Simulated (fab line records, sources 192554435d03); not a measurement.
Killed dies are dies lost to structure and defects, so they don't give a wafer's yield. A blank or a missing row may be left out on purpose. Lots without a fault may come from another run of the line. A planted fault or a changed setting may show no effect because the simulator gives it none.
Chamber matching | flow n5_finfet | N5_FIN_CUT_CUT_ETCH_27 on rie_diel-05: 4 sister chambers
The step etches SiO2 in CHF3/O2, target depth 4 nm, overetch 2 nm, time 4.9 s. 4 wafers are shown with their chamber, then 8 later ones without.

WAFERS WITH THEIR CHAMBER
wafer  | chamber | drypump_motor_current_A (A)
L084.1 | 2       | 6.2
L086.4 | 1       | 5.4
L086.6 | 0       | 5.8
L090.1 | 3       | 6.4

WAFERS WITHOUT THEIR CHAMBER
wafer  | drypump_motor_current_A (A)
L090.4 | 5.9
L090.5 | 5.4
L091.1 | 6.4
L091.4 | 6.3
L091.6 | 5.4
L092.1 | 6.4
L092.2 | 5.8
L092.5 | 5.3

WHICH CHAMBER EACH WENT THROUGH
wafer  | from the rows above     | in truth
L090.4 | 0                       | 0
L090.5 | 1                       | 1
L091.1 | 3                       | 3
L091.4 | can't be placed: 2 or 3 | 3
L091.6 | 1                       | 1
L092.1 | 3                       | 3
L092.2 | 0                       | 0
L092.5 | 1                       | 1
Placed correctly: 7 of 8. Can't be placed from these rows: 1 (the true chamber is among the candidates in 1). Placed wrongly: 0.
How it was worked out, from the rows above alone: a wafer's distance from a chamber is the root of the sum, over the readings, of the square of ((its reading less the chamber's mean) divided by the reading's scatter). The wafer belongs to the nearest chamber; if the next one is less than 2 further off, it can't be placed. A chamber's mean is the mean of its shown wafers. The scatter: with one shown wafer a chamber, the root of the mean of the squares of how far each hidden wafer lies from its nearest shown one.
